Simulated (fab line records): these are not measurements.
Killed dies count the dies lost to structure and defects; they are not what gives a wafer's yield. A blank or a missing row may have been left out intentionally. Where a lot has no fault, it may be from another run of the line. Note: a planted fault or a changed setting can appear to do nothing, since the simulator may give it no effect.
fab line records | flow nand_harc
[record] lots = 11 wafers = 33 last_day = 34
route steps=1302 shown A_STAIRCASE@883 A_SGD_CUT@905 END@1302
lots that met no fault: from a run of the same line without faults
start_h: hours from the record's opening day to when the first of the lot's shown wafers began | wait_h: hours from the lot's prior step to this one | " same as the row above | L1.1+2: one row covering several wafers at once | - value missing, or start not given | * or withheld: withheld | < > ~ a bound
route shown NAME@n: a module of which the file shows steps, and the number in the route of the first | usual: average and standard deviation across the fault-free wafers | same: alike in all rows | chamber/n: place in a boat | sites: per-site readings | _std_site: the values' standard deviation | _edge_site: inner sites' mean taken away from outer sites' mean | radius_mm: how far each site lies from the wafer's centre | mask NAME#n: copy n | behind: tool/chamber where the wafer was last shaped | hold: cause of the lot's hold/its duration in hours/its outcome | device: which transistor (n, p or np) failed to switch | end of line: tests run on the same wafers once the route is complete | for a step that has no rows: nothing shown but its recipe | killed: not the wafer's yield, but the dies lost to structure and defects at the first sort | map: shows each die of a wafer: x if killed, . if not, _ if none is there
set.NAME: setting as actually run; set.NAME@STEP: the setting as run at that earlier step | model.NAME: the simulator's own value behind a step, which no gauge read
the route's steps for a sample of lots (tables are steps, rows are wafers)
services: when a tool's chamber went out of use (start_h, in hours from the record's first day, below 0 if earlier), for how many hours, and the reason
[[steps]]
[step NHARC_A_STAIRCASE_ETCHBACK_157]
[recipe] target_depth_a = 900 over_etch_frac = 0.3 time_s = 167.14 ion_energy_ev = 120 ch3f_flow_sccm = 50 o2_flow_sccm = 30 ar_flow_sccm = 200 rf_w = 500 bias_w = 100 chemistry = CH3F/O2
[usual] drypump_motor_current_A = 5.73/0.29 oes_product_au = 0.97/0.035 rf_vpp_V = 244.2/1.7 showerhead_plenum_p_Torr = 2.45/0.11 throttle_valve_pct = 20.664/0.01
// columns lot.wafer tool chamber start_h wait_h drypump_motor_current_A oes_product_au rf_hours_counter_h rf_vpp_V showerhead_plenum_p_Torr throttle_valve_pct
L603.4 rie_diel-10 0 435.84 0.2 5.86 1.00 1 245.6 2.42 20.666
L603.6 " 2 " " 5.18 1.00 - 244.5 2.47 20.667
L603.5 " 3 " " 6.01 1.00 - 243.7 2.46 20.672
L604.1 rie_diel-01 3 445.03 0.2 5.66 0.92 19 243.2 2.36 20.654
L604.5 " 1 " " 6.08 0.92 - 244.4 2.41 20.657
L604.6 " 3 " " 5.69 0.91 - 243.2 2.36 20.653
L614.3 rie_diel-01 2 536.19 0.2 6.11 0.92 49 242.0 2.33 20.656
L614.6 " 1 " " 6.11 0.93 - 243.5 2.40 20.643
L614.5 " 2 " " 6.12 0.93 - 243.4 2.33 20.666
L616.1 rie_diel-01 3 553.30 0.2 5.64 0.93 58 243.1 2.35 20.657
L616.6 " 2 " " 6.13 0.94 - 242.3 2.33 20.660
L616.5 " 3 " " 5.67 0.92 - 242.4 2.35 20.660
L618.1 rie_diel-01 2 577.60 0.2 6.14 1.00 4 241.3 2.33 20.660
L618.3 " 0 " " 5.49 1.00 4 242.5 2.38 20.662
L618.5 " 1 " " 6.09 1.01 - 243.6 2.39 20.672
L621.3 rie_diel-08 3 604.96 0.2 5.87 0.98 16 242.0 2.37 20.670
L621.2 " 1 " " 5.49 0.98 18 246.3 2.60 20.677
L621.4 " 2 " " 5.83 0.98 16 243.2 2.31 20.655
L622.2 rie_diel-10 1 629.94 0.2 5.59 0.98 5 247.0 2.64 20.654
L622.5 " 1 " " 5.62 0.99 - 246.2 2.64 20.677
L622.6 " 2 " " 5.21 1.00 - 243.2 2.44 20.660
L624.3 rie_diel-08 1 630.10 0.2 5.49 0.97 25 245.1 2.60 20.667
L624.1 " 2 " " 5.86 0.96 23 243.1 2.31 20.665
L624.6 " 0 " " 5.77 0.96 - 246.1 2.65 20.659
L623.4 rie_diel-08 1 630.34 0.2 5.51 1.01 25 247.0 2.60 20.682
L623.2 " 3 " " 5.94 1.00 24 244.3 2.37 20.653
L623.5 " 2 " " 5.83 0.98 - 242.4 2.31 20.678
L625.2 rie_diel-01 1 648.49 0.1 6.08 0.94 32 244.2 2.38 20.652
L625.3 " 2 " " 6.13 0.93 36 242.0 2.32 20.658
L625.1 " 0 " " 5.50 0.94 30 244.4 2.37 20.677
L626.3 rie_diel-08 2 672.96 0.1 5.85 0.92 33 242.3 2.30 20.690
L626.2 " 3 " " 5.92 0.93 32 242.4 2.37 20.658
L626.1 " 0 " " 5.72 0.92 33 248.1 2.65 20.663
[step NHARC_A_SGD_CUT_ETCH_58]
[recipe] target_depth_a = 390 over_etch_frac = 0.3 time_s = 65 ion_energy_ev = 80 cf4_flow_sccm = 150 ar_flow_sccm = 0 rf_w = 300 bias_w = 100 chemistry = CF4
[usual] drypump_motor_current_A = 5.6/0.49 oes_product_au = 1.000/0.012 rf_vpp_V = 151.0/1.4 run_length_s = 86.5/0.38 showerhead_plenum_p_Torr = 1.75/0.083 throttle_valve_pct = 13.283/0.0084
// columns lot.wafer tool chamber start_h wait_h drypump_motor_current_A oes_product_au rf_hours_counter_h rf_vpp_V run_length_s showerhead_plenum_p_Torr throttle_valve_pct
L603.4 rie_diel-12 1 437.76 0.1 5.2 0.980 7 151.8 86.6 1.88 13.281
L603.6 " 1 " " 5.2 0.977 - 153.5 87.2 1.88 13.287
L603.5 " 2 " " 5.9 0.983 - 153.5 86.5 1.82 13.281
L604.1 rie_diel-13 2 447.02 0.1 5.3 0.996 7 151.5 87.2 1.78 13.288
L604.6 " 2 " " 5.3 0.994 - 151.6 86.6 1.78 13.272
L604.5 " 1 " " 6.5 1.024 - 150.0 86.8 1.68 13.303
L614.3 rie_diel-13 3 538.01 0.1 5.4 1.004 1 153.4 86.2 1.81 13.282
L614.5 " 0 " " 5.8 1.016 - 148.2 50.2 1.66 13.299
L614.6 " 1 " " 6.5 1.025 - 150.1 86.8 1.67 13.285
L616.1 rie_diel-12 2 555.25 0.1 6.0 1.003 4 151.5 86.8 1.82 13.287
L616.5 " 0 " " 5.7 1.000 - 150.4 86.2 1.66 13.288
L616.6 " 1 " " 5.3 0.994 - 153.8 86.8 1.88 13.288
L618.1 rie_diel-12 3 579.57 0.1 6.0 0.987 4 149.2 86.5 1.68 13.280
L618.3 " 1 " " 5.2 0.984 5 153.2 86.7 1.88 13.273
L618.5 " 3 " " 6.0 0.983 - 149.8 86.6 1.68 13.273
L621.4 rie_diel-09 2 607.01 0.1 6.3 1.007 6 152.7 85.7 1.84 13.288
L621.2 " 3 " " 5.0 1.007 8 151.8 86.2 1.66 13.284
L621.3 " 1 " " 4.7 1.005 7 149.5 85.9 1.65 13.282
L622.2 rie_diel-12 0 631.89 0.1 5.6 1.010 0 149.6 86.1 1.66 13.269
L622.5 " 0 " " 5.7 1.008 - 150.7 86.2 1.66 13.276
L622.6 " 1 " " 5.2 0.986 - 153.4 86.9 1.88 13.293
L624.1 rie_diel-12 1 632.20 0.2 5.2 0.969 0 152.1 86.6 1.88 13.287
L624.3 " 2 " " 6.0 1.005 0 151.4 86.6 1.82 13.279
L624.6 " 0 " " 5.6 1.003 - 149.9 86.1 1.66 13.282
L623.4 rie_diel-13 3 632.44 0.1 5.4 0.991 9 151.5 86.2 1.81 13.278
L623.2 " 2 " " 5.2 0.989 9 150.0 86.8 1.77 13.278
L623.5 " 3 " " 5.4 1.006 - 152.6 86.5 1.81 13.285
L625.3 rie_diel-13 2 650.79 0.5 5.3 0.986 11 151.9 86.4 1.77 13.272
L625.1 " 3 " " 5.4 0.994 11 151.0 86.3 1.81 13.293
L625.2 " 0 " " 5.8 1.010 10 149.2 86.4 1.66 13.282
L626.1 rie_diel-12 2 674.92 0.1 6.0 1.009 2 152.7 86.6 1.82 13.282
L626.2 " 0 " " 5.7 1.001 2 150.9 85.8 1.66 13.266
L626.3 " 1 " " 5.2 0.969 2 152.1 86.7 1.88 13.277
[step NHARC_A_SGD_CUT_ETCH_15]
[recipe] target_depth_a = 750 time_s = 64.3 ch3f_flow_sccm = 50 o2_flow_sccm = 30 ar_flow_sccm = 200 rf_w = 500 bias_w = 100 chemistry = CH3F/O2
[usual] drypump_motor_current_A = 5.6/0.5 oes_product_au = 0.962/0.016 rf_vpp_V = 263.4/2 run_length_s = 85.8/0.39 showerhead_plenum_p_Torr = 2.43/0.12 throttle_valve_pct = 20.663/0.0095
// columns lot.wafer tool chamber start_h wait_h drypump_motor_current_A oes_product_au rf_hours_counter_h rf_vpp_V run_length_s showerhead_plenum_p_Torr throttle_valve_pct
L603.4 rie_diel-12 3 - - 6.0 0.953 8 262.3 85.9 2.33 20.649
L603.6 " 0 " " 5.7 0.979 - 262.2 85.0 2.31 20.666
L603.5 " 1 " " 5.3 0.971 - 266.3 85.9 2.62 20.664
L604.1 rie_diel-13 3 - - 5.4 0.948 6 264.4 85.8 2.53 20.659
L604.6 " 1 " " 6.5 0.969 - 261.2 86.0 2.33 20.669
L604.5 " 2 " " 5.3 0.952 - 262.7 86.3 2.47 20.659
L614.3 rie_diel-13 1 - - 6.5 0.994 1 260.7 86.3 2.32 20.640
L614.6 " 1 " " 6.5 0.998 - 262.1 86.0 2.32 20.683
L614.5 " 2 " " 5.3 0.960 - 265.2 85.8 2.47 20.684
L616.1 rie_diel-12 1 - - 5.3 0.940 4 264.7 86.6 2.62 20.675
L616.5 " 0 " " 5.7 0.961 - 261.3 85.1 2.31 20.660
L616.6 " 1 " " 5.2 0.929 - 266.2 85.8 2.62 20.657
L618.3 rie_diel-12 1 - - 5.2 0.954 5 266.7 85.8 2.62 20.657
L618.1 " 3 " " 6.0 0.927 4 262.0 86.2 2.33 20.669
L618.5 " 2 " " 6.0 0.955 - 265.7 86.2 2.53 20.671
L621.2 rie_diel-09 1 - - 4.7 0.955 7 263.3 85.3 2.29 20.671
L621.4 " 2 " " 6.3 0.947 6 265.9 85.4 2.57 20.653
L621.3 " 0 " " 5.7 0.958 7 264.3 85.7 2.57 20.671
L622.2 rie_diel-12 1 - - 5.2 0.946 0 266.7 85.8 2.62 20.652
L622.5 " 1 " " 5.2 0.943 - 266.1 85.9 2.62 20.669
L622.6 " 2 " " 6.0 0.966 - 264.9 85.9 2.53 20.671
L624.3 rie_diel-12 1 - - 5.2 0.922 1 266.7 86.0 2.62 20.678
L624.1 " 0 " " 5.6 0.973 0 260.8 85.2 2.30 20.642
L624.6 " 1 " " 5.2 0.926 - 265.3 86.6 2.62 20.647
L623.4 rie_diel-13 2 - - 5.2 0.972 9 263.7 85.6 2.46 20.673
L623.2 " 1 " " 6.5 0.973 9 262.2 86.0 2.32 20.671
L623.5 " 3 " " 5.4 0.970 - 263.1 85.6 2.52 20.660
L625.1 rie_diel-13 2 - - 5.3 0.918 11 263.5 86.2 2.46 20.671
L625.3 " 3 " " 5.4 0.925 11 265.0 85.9 2.52 20.653
L625.2 " 0 " " 5.8 0.936 10 262.4 85.3 2.30 20.667
L626.1 rie_diel-12 0 - - 5.7 0.973 2 262.1 85.6 2.30 20.673
L626.3 " 1 " " 5.3 0.940 2 267.8 86.0 2.62 20.663
L626.2 " 3 " " 6.0 0.973 2 262.8 86.1 2.33 20.659
[step NHARC_A_SGD_CUT_CMP_21]
[recipe] target_thk_nm = 148.19
[usual] motor_current_A = 12.5/1 slurry_flow_ml_min = 150.0/0.44 time_to_endpoint_s = 50.8/2.6
// columns lot.wafer tool chamber start_h wait_h motor_current_A slurry_flow_ml_min time_to_endpoint_s
L603.4 cmp-03 0 443.57 0.4 13.8 150.2 53.2
L603.6 " 0 " " 13.2 149.6 50.1
L603.5 " 1 " " 12.0 150.2 52.0
L604.1 cmp-04 2 452.85 0.4 12.5 150.6 55.5
L604.5 " 2 " " 12.7 150.2 51.5
L604.6 " 3 " " 11.1 151.2 50.2
L614.3 cmp-03 2 543.73 0.4 12.0 149.8 47.1
L614.5 " 3 " " 12.3 150.3 53.1
L614.6 " 0 " " 13.2 150.2 52.2
L616.1 cmp-03 0 564.20 0.4 12.8 150.3 54.5
L616.5 " 1 " " 12.8 150.0 53.0
L616.6 " 2 " " 12.7 149.9 51.0
L618.1 cmp-02 3 588.60 0.4 14.4 149.8 56.3
L618.3 " 2 " " 11.6 150.3 55.6
L618.5 " 0 " " 12.8 149.3 53.0
L621.3 cmp-04 2 612.94 0.5 12.7 150.0 48.3
L621.4 " 0 " " 11.7 149.9 51.2
L621.2 " 1 " " 11.7 149.9 48.3
L624.1 cmp-03 1 637.78 0.4 12.0 150.7 51.7
L624.3 " 2 " " 11.9 149.1 49.3
L624.6 " 2 " " 11.4 149.6 42.8
L623.2 cmp-04 3 637.83 0.4 11.1 150.2 48.3
L623.4 " 0 " " 10.4 150.4 50.3
L623.5 " 2 " " 12.7 150.3 46.3
L622.2 cmp-02 2 637.86 0.4 12.2 150.1 50.8
L622.5 " 3 " " 14.4 149.7 53.3
L622.6 " 0 " " 12.7 150.5 50.6
L625.1 cmp-04 1 658.19 0.4 12.0 150.5 50.8
L625.2 " 3 " " 11.2 150.2 49.1
L625.3 " 0 " " 11.0 149.5 51.7
L626.1 cmp-03 0 683.69 0.4 13.2 150.9 54.2
L626.3 " 1 " " 13.1 149.6 55.4
L626.2 " 2 " " 11.8 150.2 48.5
[step NHARC_END_SORT_01]
[recipe] temp_c = 25
[usual] killed_at_array = 52/18 killed_at_other = 0.6/0.83 killed_at_periphery = 4.3/2.8 killed_dies = 57/19 killed_open = 3.4/2 killed_short = 2.5/1.7
[same] gross_dies = 677
// columns lot.wafer tool chamber start_h wait_h killed_at_array killed_at_other killed_at_periphery killed_dies killed_open killed_short
L603.4 prober-02 0 558.38 3.4 94 1 5 100 3 2
L603.5 prober-02 0 559.16 3.7 83 1 1 85 5 2
L603.6 prober-02 0 559.95 3.9 85 0 8 93 3 3
L604.1 prober-01 0 572.47 2.5 61 3 5 69 1 1
L604.5 prober-01 0 575.70 3.7 72 0 11 83 6 4
L604.6 prober-01 0 576.51 4.0 63 2 3 68 2 2
L614.3 prober-02 0 660.02 3.1 73 1 5 79 3 2
L614.5 prober-02 0 661.60 3.7 670 0 7 677 2 1
L614.6 prober-02 0 662.39 4.0 71 1 7 79 6 1
L616.1 prober-02 0 688.22 2.5 29 1 3 33 5 4
L616.5 prober-02 0 691.41 3.7 18 0 1 19 1 2
L616.6 prober-02 0 692.21 4.0 26 0 1 27 3 0
L618.1 prober-02 0 722.11 2.5 32 0 3 35 2 2
L618.3 prober-02 0 723.73 3.1 42 1 6 49 5 3
L618.5 prober-02 0 725.36 3.8 33 1 3 37 4 1
L621.2 prober-01 0 732.12 2.8 63 0 9 72 8 2
L621.3 prober-01 0 732.93 3.1 72 1 9 82 4 0
L621.4 prober-01 0 733.75 3.5 70 0 5 75 4 0
L624.1 prober-01 0 765.28 2.5 46 2 3 51 1 5
L624.3 prober-01 0 766.87 3.1 42 0 10 52 2 2
L624.6 prober-01 0 769.25 4.0 49 0 6 55 3 2
L623.2 prober-02 0 769.71 2.8 49 1 8 58 8 1
L623.4 prober-02 0 771.32 3.4 43 0 4 47 2 1
L623.5 prober-02 0 772.12 3.7 44 0 9 53 5 1
L622.2 prober-01 0 773.86 2.8 50 1 4 55 2 4
L622.5 prober-01 0 776.25 3.7 64 2 4 70 6 1
L622.6 prober-01 0 777.05 4.0 54 1 1 56 3 2
L625.1 prober-02 0 780.05 2.5 35 0 8 43 3 2
L625.2 prober-02 0 780.86 2.8 25 0 3 28 0 1
L625.3 prober-02 0 781.66 3.1 39 0 4 43 2 2
L626.1 prober-01 0 814.14 2.5 45 0 2 47 2 2
L626.2 prober-01 0 814.95 2.8 44 0 1 45 6 1
L626.3 prober-01 0 815.75 3.1 53 2 3 58 3 4
// killed by level:class
L603.4 A_CHANNEL_HOLE_D1:chamber_film_flake=37 A_CHANNEL_HOLE_D2:chamber_film_flake=33 A_SLIT:chamber_film_flake=14 A_STAIRCASE:chamber_film_flake=5 P_GATE:chamber_film_flake=2 A_WL_FILL:chamber_film_flake=2 P_STI:geometric_particle:short=1 P_M0:geometric_particle:open=1
L603.5 A_CHANNEL_HOLE_D1:chamber_film_flake=30 A_CHANNEL_HOLE_D2:chamber_film_flake=25 A_SLIT:chamber_film_flake=9 A_STAIRCASE:chamber_film_flake=7 A_CONTACT:chamber_film_flake=5 A_WL_FILL:geometric_particle:short=2 A_WL_FILL:chamber_film_flake=2 P_M0:geometric_particle:open=1
L603.6 A_CHANNEL_HOLE_D2:chamber_film_flake=34 A_CHANNEL_HOLE_D1:chamber_film_flake=28 A_SLIT:chamber_film_flake=15 P_GATE:chamber_film_flake=4 P_M0:geometric_particle:open=2 A_WL_FILL:chamber_film_flake=2 A_CONTACT:chamber_film_flake=2 P_M0:geometric_particle:short=1
L604.1 A_CHANNEL_HOLE_D2:chamber_film_flake=38 A_SLIT:chamber_film_flake=11 A_CHANNEL_HOLE_D1:chamber_film_flake=3 A_CONTACT:chamber_film_flake=3 THIN_TSV:chamber_film_flake=3 P_GATE:chamber_film_flake=2 P_M2:chamber_film_flake=2 A_WL_FILL:chamber_film_flake=2
L604.5 A_CHANNEL_HOLE_D2:chamber_film_flake=38 A_SLIT:chamber_film_flake=15 P_GATE:chamber_film_flake=5 A_SGD_CUT:geometric_particle:short=3 A_CONTACT:chamber_film_flake=3 A_BLC:chamber_film_flake=3 P_STI:chamber_film_flake=2 P_M2:chamber_film_flake=2
L604.6 A_CHANNEL_HOLE_D2:chamber_film_flake=34 A_SLIT:chamber_film_flake=13 A_CONTACT:chamber_film_flake=7 A_STAIRCASE:chamber_film_flake=3 P_ZERO_WELL:chamber_film_flake=2 A_CHANNEL_HOLE_D1:chamber_film_flake=2 THIN_TSV:chamber_film_flake=2 P_M0:geometric_particle:short=1
L614.3 A_CHANNEL_HOLE_D1:chamber_film_flake=38 A_SLIT:chamber_film_flake=16 A_CONTACT:chamber_film_flake=6 A_CHANNEL_HOLE_D2:chamber_film_flake=5 P_STI:chamber_film_flake=4 A_CHANNEL_FILL_D1:geometric_particle:short=1 A_DECK1_JOINT:geometric_particle:short=1 A_CHANNEL_FILL_D2:geometric_particle:open=1
L614.5 A_SGD_CUT:area_etch=596 A_CHANNEL_HOLE_D1:chamber_film_flake=38 A_SLIT:chamber_film_flake=15 A_CHANNEL_HOLE_D2:chamber_film_flake=10 A_CONTACT:chamber_film_flake=4 P_STI:chamber_film_flake=2 P_BONDPAD:chamber_film_flake=2 A_CHANNEL_FILL_D1:chamber_film_flake=2
L614.6 A_CHANNEL_HOLE_D1:chamber_film_flake=32 A_SLIT:chamber_film_flake=19 A_CONTACT:chamber_film_flake=7 A_CHANNEL_HOLE_D2:chamber_film_flake=6 A_DECK1_JOINT:geometric_particle:open=2 A_M0:geometric_particle:open=2 P_STI:chamber_film_flake=2 P_CONTACT:chamber_film_flake=2
L616.1 A_CHANNEL_HOLE_D2:chamber_film_flake=12 A_CHANNEL_HOLE_D1:chamber_film_flake=4 A_STAIRCASE:chamber_film_flake=3 A_SLIT:chamber_film_flake=3 A_CHANNEL_FILL_D1:geometric_particle:short=2 P_GATE:geometric_particle:short=1 P_CONTACT:geometric_particle:open=1 P_M0:geometric_particle:open=1
L616.5 A_CHANNEL_HOLE_D2:chamber_film_flake=10 A_CHANNEL_HOLE_D1:chamber_film_flake=2 A_CHANNEL_HOLE_D2:geometric_particle:short=1 A_CHANNEL_FILL_D2:geometric_particle:short=1 A_WL_FILL:geometric_particle:open=1 P_M0:chamber_film_flake=1 A_CHANNEL_FILL_D1:chamber_film_flake=1 A_STAIRCASE:chamber_film_flake=1
L616.6 A_CHANNEL_HOLE_D2:chamber_film_flake=6 A_CHANNEL_HOLE_D1:chamber_film_flake=4 A_SLIT:chamber_film_flake=4 A_CHANNEL_FILL_D1:chamber_film_flake=3 A_STAIRCASE:chamber_film_flake=3 A_CONTACT:chamber_film_flake=2 P_M0:geometric_particle:open=1 A_CONTACT:geometric_particle:open=1
L618.1 A_SLIT:chamber_film_flake=20 A_M0:chamber_film_flake=4 A_CONTACT:chamber_film_flake=3 A_WL_FILL:chamber_film_flake=2 P_CONTACT:geometric_particle:open=1 P_M0:geometric_particle:open=1 A_WL_FILL:geometric_particle:short=1 A_CONTACT:geometric_particle:short=1
L618.3 A_SLIT:chamber_film_flake=19 A_CHANNEL_HOLE_D1:chamber_film_flake=6 A_CONTACT:chamber_film_flake=4 P_ZERO_WELL:chamber_film_flake=3 A_M0:geometric_particle:open=2 A_CHANNEL_FILL_D2:chamber_film_flake=2 A_WL_FILL:chamber_film_flake=2 A_M0:chamber_film_flake=2
L618.5 A_SLIT:chamber_film_flake=14 A_CONTACT:chamber_film_flake=7 A_CHANNEL_HOLE_D1:chamber_film_flake=3 A_CHANNEL_FILL_D2:chamber_film_flake=3 A_CHANNEL_FILL_D2:geometric_particle:open=2 P_M0:geometric_particle:open=1 A_ONON_D1:geometric_particle:short=1 A_ONON_D2:geometric_particle:open=1
L621.2 A_CHANNEL_HOLE_D1:chamber_film_flake=27 A_SLIT:chamber_film_flake=17 A_CONTACT:chamber_film_flake=6 A_STAIRCASE:chamber_film_flake=5 P_ZERO_WELL:chamber_film_flake=3 P_CONTACT:chamber_film_flake=2 P_CONTACT:geometric_particle:open=1 P_M0:geometric_particle:open=1
L621.3 A_CHANNEL_HOLE_D1:chamber_film_flake=35 A_SLIT:chamber_film_flake=18 A_STAIRCASE:chamber_film_flake=11 P_CONTACT:chamber_film_flake=6 A_WL_FILL:chamber_film_flake=3 P_GATE:geometric_particle:open=2 A_CONTACT:chamber_film_flake=2 A_ONON_D1:geometric_particle:open=1
L621.4 A_CHANNEL_HOLE_D1:chamber_film_flake=31 A_SLIT:chamber_film_flake=22 A_STAIRCASE:chamber_film_flake=10 A_CONTACT:chamber_film_flake=5 P_M0:geometric_particle:open=2 P_CONTACT:geometric_particle:open=1 A_ONON_D2:geometric_particle:open=1 P_ZERO_WELL:chamber_film_flake=1
L624.1 A_SLIT:chamber_film_flake=17 A_CHANNEL_HOLE_D1:chamber_film_flake=8 A_STAIRCASE:chamber_film_flake=5 A_M1:chamber_film_flake=4 A_SGD_CUT:chamber_film_flake=3 A_CHANNEL_HOLE_D2:chamber_film_flake=2 P_M0:geometric_particle:open=1 A_ONON_D1:geometric_particle:short=1
L624.3 A_SLIT:chamber_film_flake=17 A_STAIRCASE:chamber_film_flake=11 P_M1:chamber_film_flake=5 A_CHANNEL_HOLE_D1:chamber_film_flake=4 A_M1:chamber_film_flake=3 P_STI:chamber_film_flake=2 A_SGD_CUT:chamber_film_flake=2 P_M0:geometric_particle:open=1
L624.6 A_SLIT:chamber_film_flake=14 A_STAIRCASE:chamber_film_flake=9 A_CHANNEL_HOLE_D1:chamber_film_flake=8 P_M1:chamber_film_flake=5 A_M1:chamber_film_flake=5 A_WL_FILL:chamber_film_flake=3 A_CONTACT:chamber_film_flake=3 A_BLC:geometric_particle:open=2
L623.2 A_SLIT:chamber_film_flake=14 A_CONTACT:chamber_film_flake=9 A_CHANNEL_HOLE_D1:chamber_film_flake=7 A_CHANNEL_HOLE_D2:chamber_film_flake=7 A_STAIRCASE:chamber_film_flake=5 P_GATE:chamber_film_flake=4 P_GATE:geometric_particle:open=1 P_CONTACT:geometric_particle:open=1
L623.4 A_SLIT:chamber_film_flake=13 A_CHANNEL_HOLE_D2:chamber_film_flake=12 A_STAIRCASE:chamber_film_flake=5 A_CONTACT:chamber_film_flake=5 P_GATE:chamber_film_flake=4 A_CHANNEL_HOLE_D1:chamber_film_flake=3 A_ONON_D1:geometric_particle:open=1 A_M0:geometric_particle:open=1
L623.5 A_SLIT:chamber_film_flake=16 A_CHANNEL_HOLE_D2:chamber_film_flake=11 P_GATE:chamber_film_flake=6 A_CONTACT:chamber_film_flake=5 A_CHANNEL_HOLE_D1:chamber_film_flake=2 A_CHANNEL_FILL_D1:chamber_film_flake=2 A_STAIRCASE:chamber_film_flake=2 P_M2:geometric_particle:open=1
L622.2 A_CHANNEL_HOLE_D2:chamber_film_flake=10 A_CONTACT:chamber_film_flake=9 A_SLIT:chamber_film_flake=7 A_STAIRCASE:chamber_film_flake=6 A_SGD_CUT:chamber_film_flake=6 A_CHANNEL_HOLE_D1:chamber_film_flake=4 A_SOURCE_PLATE:geometric_particle:short=2 P_ZERO_WELL:chamber_film_flake=2
L622.5 A_CONTACT:chamber_film_flake=18 A_CHANNEL_HOLE_D2:chamber_film_flake=12 A_CHANNEL_HOLE_D1:chamber_film_flake=9 A_STAIRCASE:chamber_film_flake=6 A_SGD_CUT:chamber_film_flake=5 A_SLIT:chamber_film_flake=3 P_ZERO_WELL:chamber_film_flake=2 A_BLC:chamber_film_flake=2
L622.6 A_CHANNEL_HOLE_D2:chamber_film_flake=13 A_SLIT:chamber_film_flake=9 A_CONTACT:chamber_film_flake=8 A_CHANNEL_HOLE_D1:chamber_film_flake=6 A_STAIRCASE:chamber_film_flake=5 A_SGD_CUT:chamber_film_flake=3 A_M1:chamber_film_flake=3 A_DECK1_JOINT:geometric_particle:open=1
L625.1 A_CHANNEL_HOLE_D2:chamber_film_flake=13 A_SLIT:chamber_film_flake=13 P_GATE:chamber_film_flake=6 A_CONTACT:chamber_film_flake=3 P_M0:geometric_particle:open=1 P_M1:geometric_particle:short=1 A_CHANNEL_HOLE_D1:geometric_particle:open=1 A_WL_FILL:geometric_particle:short=1
L625.2 A_SLIT:chamber_film_flake=14 A_CHANNEL_HOLE_D2:chamber_film_flake=4 P_GATE:chamber_film_flake=2 A_STAIRCASE:chamber_film_flake=2 A_CONTACT:chamber_film_flake=2 A_BLC:geometric_particle:short=1 P_STI:chamber_film_flake=1 A_CHANNEL_HOLE_D1:chamber_film_flake=1
L625.3 A_SLIT:chamber_film_flake=12 A_CHANNEL_HOLE_D2:chamber_film_flake=11 A_CONTACT:chamber_film_flake=5 A_STAIRCASE:chamber_film_flake=5 P_GATE:chamber_film_flake=3 A_CHANNEL_HOLE_D1:chamber_film_flake=2 P_CONTACT:geometric_particle:open=1 A_DECK1_JOINT:geometric_particle:short=1
L626.1 A_CHANNEL_HOLE_D2:chamber_film_flake=13 A_CONTACT:chamber_film_flake=12 A_SLIT:chamber_film_flake=9 A_CHANNEL_HOLE_D1:chamber_film_flake=6 P_M1:geometric_particle:open=1 A_ONON_D1:geometric_particle:open=1 A_CHANNEL_FILL_D1:geometric_particle:short=1 A_M0:geometric_particle:short=1
L626.2 A_CHANNEL_HOLE_D2:chamber_film_flake=13 A_SLIT:chamber_film_flake=9 A_CONTACT:chamber_film_flake=7 A_CHANNEL_HOLE_D1:chamber_film_flake=4 A_BLC:geometric_particle:open=2 A_DECK1_JOINT:chamber_film_flake=2 A_CHANNEL_FILL_D1:geometric_particle:short=1 A_DECK1_JOINT:geometric_particle:open=1
L626.3 A_CHANNEL_HOLE_D2:chamber_film_flake=15 A_SLIT:chamber_film_flake=13 A_CONTACT:chamber_film_flake=12 A_CHANNEL_HOLE_D1:chamber_film_flake=6 A_ONON_D1:geometric_particle:open=2 A_ONON_D1:geometric_particle:short=2 P_ZERO_WELL:chamber_film_flake=2 THIN_TSV:chamber_film_flake=2
[[services]]
// columns tool chamber start_h hours kind
cmp-04 - 418.70 2.1 repair
cmp-04 - 424.79 1.0 repair
rie_diel-12 1 432.44 2.9 repair
rie_diel-01 2 443.63 9.3 repair
rie_diel-13 0 444.26 5.5 repair
rie_diel-12 - 445.40 9.0 pm
rie_diel-13 - 455.51 0.3 repair
cmp-03 - 456.09 4.0 pm
rie_diel-13 0 478.83 15.8 repair
cmp-03 - 481.24 2.1 repair
rie_diel-01 0 483.12 3.1 repair
rie_diel-12 1 492.59 1.6 repair
rie_diel-13 - 519.21 9.0 pm
cmp-03 - 542.00 1.1 repair
cmp-03 - 554.23 4.0 pm
rie_diel-01 - 559.61 9.0 pm
cmp-03 - 567.35 23.4 repair
cmp-03 - 608.74 18.2 repair
rie_diel-12 - 622.40 9.0 pm
rie_diel-01 1 638.78 4.6 repair
cmp-03 - 646.44 2.9 repair
cmp-03 - 652.23 4.0 pm
rie_diel-13 3 653.03 5.3 repair
rie_diel-01 3 676.45 2.4 repair
[[key]]
[first_sign] step = NHARC_A_SGD_CUT_ETCH_58 reading = run_length_s direction = down sigmas = 96 usual = * struck = *
[effect] step = NHARC_END_SORT_01 reading = killed_at_array direction = up sigmas = 34 usual = 52 struck = 670
[more_kills_born_at] NHARC_A_SGD_CUT_ETCH_58@rie_diel-13 = 596
met_at NHARC_A_SGD_CUT_ETCH_58
struck_lots L614
struck_wafers L614.5
later_rows_left_out L614.5
tester_left_out L614
not_acting_at NHARC_A_STAIRCASE_ETCHBACK_157,NHARC_A_SGD_CUT_ETCH_15,NHARC_A_SGD_CUT_CMP_21
[fault] kind = process_parameter_drift tool = rie_diel-13 chamber = 0 onset_h = 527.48 steps = NHARC_A_SGD_CUT_ETCH_58 channel = time_s offset = * shape = step end_h = 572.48 acts_in = * stated = *
// tester_left_out: of these lots the tester's yield and bins aren't shown, on N5 and GAA mostly nor the transistor test; their killed dies are dies lost to structure and defects alone, not to doping, threshold or leakage, so they don't give the yield
// later_rows_left_out: the simulator's readings of these wafers behind a module that went badly wrong aren't trusted and aren't shown, but for the sort
